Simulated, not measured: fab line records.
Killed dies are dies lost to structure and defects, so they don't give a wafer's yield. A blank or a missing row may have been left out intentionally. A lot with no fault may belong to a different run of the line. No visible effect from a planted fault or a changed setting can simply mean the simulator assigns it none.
A lot that was struck, set against a sound lot || flow n5-finfet || 29 out of 1938 route steps
Sound: wafers L451.2, L451.3, L451.5. Struck: wafer L463.4. (L463.2, L463.6 of the same lot were not struck and are left out.) The cause comes at the end.
Each step with rows lists, per side, the tool, then ch with its chambers, then its first start. Under that, the readings that differ: sound wafers || struck wafers || difference of the means || sigmas: that difference in standard deviations of wafers without a fault.
alike: words and numbers the same on both sides, and readings whose means are apart by under 2 such deviations; not compared: readings that were withheld, readings missing a value for some wafer, numbers with overlapping values and no deviation given by the record, and bounds like >300 which may hide the same value.
The two part at a step that has a row with sigmas, a row that says differs or no value, or rows on one side only. Numbers that have no deviation but don't overlap get no sigmas and don't part them. Lack of a reading on every wafer of one side parts them only where that side has two or more wafers.

first, 9 steps without rows for these wafers: N5_BEOL_M15_COAT_22 (resist thk 800 nm); N5_BEOL_M15_EBR_24; N5_BEOL_M15_SOFTBAKE_23 (time 60 s); N5_BEOL_M15_EXPOSE_25 (exposes mask M15, target cd 400 nm); N5_BEOL_M15_PEB_26 (peb time 90 s); N5_BEOL_M15_DEVELOP_27 (develop time 45 s); N5_BEOL_M15_HARDBAKE_32 (time 120 s); N5_BEOL_M15_DESCUM_33 (chemistry O2, time 7.9 s); N5_BEOL_M15_ETCH_61 (etches BARC in N2/H2, target depth 89 nm, overetch 26.7 nm, time 67.9 s).
N5_BEOL_M15_TRENCH_ETCH_34: etches SiO2 in C4F8/O2/Ar, target depth 872.93 nm, time 199 s.
  sound on rie-diel-05 ch 0,2, day 11 16:06; struck on rie-diel-05 ch 0, day 15 06:04
{"reading": "model.etch.depth-nm (nm)", "sound": "866.5 860.6 863.5", "struck": 915.6, "difference": "+52.1", "sigmas": ""}
{"reading": "model.coat_of_BEOL_M15_COAT_22.thk-nm (nm)", "sound": "539.8 551.8 541.2", "struck": 539.6, "difference": -4.7, "sigmas": ""}
  alike: drypump-motor-current-A, oes-product-au, rf-vpp-V, showerhead-plenum-p-Torr, throttle-valve-pct
  not compared: rf-hours-counter-h
then, 13 steps without rows for these wafers: N5_BEOL_M15_STRIP_36 (strips in O2); N5_BEOL_M15_STRIP_62 (strips in O2); N5_BEOL_M15_STRIP_37 (strips in O2); N5_BEOL_M15_ETCH_38 (etches SiCN in CF4/N2, target depth 106.4 nm, time 120.5 s); N5_BEOL_M15_PRECLEAN_39 (cleans in residue remover, time 60 s); N5_BEOL_M15_SRD_40 (time 30 s, dry time 30 s); N5_BEOL_M15_DEGAS_41 (time 60 s); N5_BEOL_M15_PRE_CLEAN_42 (time 30 s); N5_BEOL_M15_SPUTTER_43 (material TaN, target thk 15 nm, time 24.19 s); N5_BEOL_M15_SPUTTER_44 (material Ta, target thk 15 nm, time 24.19 s); N5_BEOL_M15_SPUTTER_45 (material Cu, target thk 100 nm, time 16.67 s); N5_BEOL_M15_ECD_47 (material Cu, target thk 1860 nm); N5_BEOL_M15_ANNEAL_48 (time 90 s).
N5_BEOL_M15_CMP_49: polishes, stops on SiO2, t overpolish 4.9 s, target thk 850 nm.
  sound on cmp-03 ch 0,1,3, day 11 20:06; struck on cmp-02 ch 3, day 15 10:04
{"reading": "model.Cu_of_BEOL_M15_ECD_47.thk-nm (nm)", "sound": "844.4 836.6 837.8", "struck": 893.4, "difference": "+53.8", "sigmas": ""}
  alike: barrier-field-endpoint-s, clearing-platen-down-force-psi, motor-current-A, overpolish-run-s
N5_BEOL_M15_THK_MEAS_50: measures by xrf.
  sound on film-metro-02, day 11 20:19; struck on film-metro-02, day 15 10:22
{"reading": "M15_THK (nm)", "sound": "833 822 824", "struck": 876, "difference": "+50", "sigmas": "+3"}
then, 2 steps without rows for these wafers: N5_BEOL_M15_PRE_CLEAN_52 (time 15 s); N5_BEOL_M15_DEP_53 (deposits SiCN from 3MS/NH3, target thk 50 nm, time 17.8 s).
N5_BEOL_M15_RS_MEAS_54: uses a four-point probe to measure.
  sound on film-metro-02, day 11 20:27; struck on film-metro-01, day 15 10:29
{"reading": "M15_RS (ohm/sq)", "sound": "0.0217 0.0219 0.0218", "struck": 0.0205, "difference": -0.0013, "sigmas": -3}
N5_PASSIVATION_PROBE_49:
  the record has rows for the struck wafers here (prober-02, day 16 00:11) and none for the sound ones

WHERE THEY PART
At N5_BEOL_M15_THK_MEAS_50 first; at N5_PASSIVATION_PROBE_49 last (within this record only).

WHY: what had been put in by the simulator
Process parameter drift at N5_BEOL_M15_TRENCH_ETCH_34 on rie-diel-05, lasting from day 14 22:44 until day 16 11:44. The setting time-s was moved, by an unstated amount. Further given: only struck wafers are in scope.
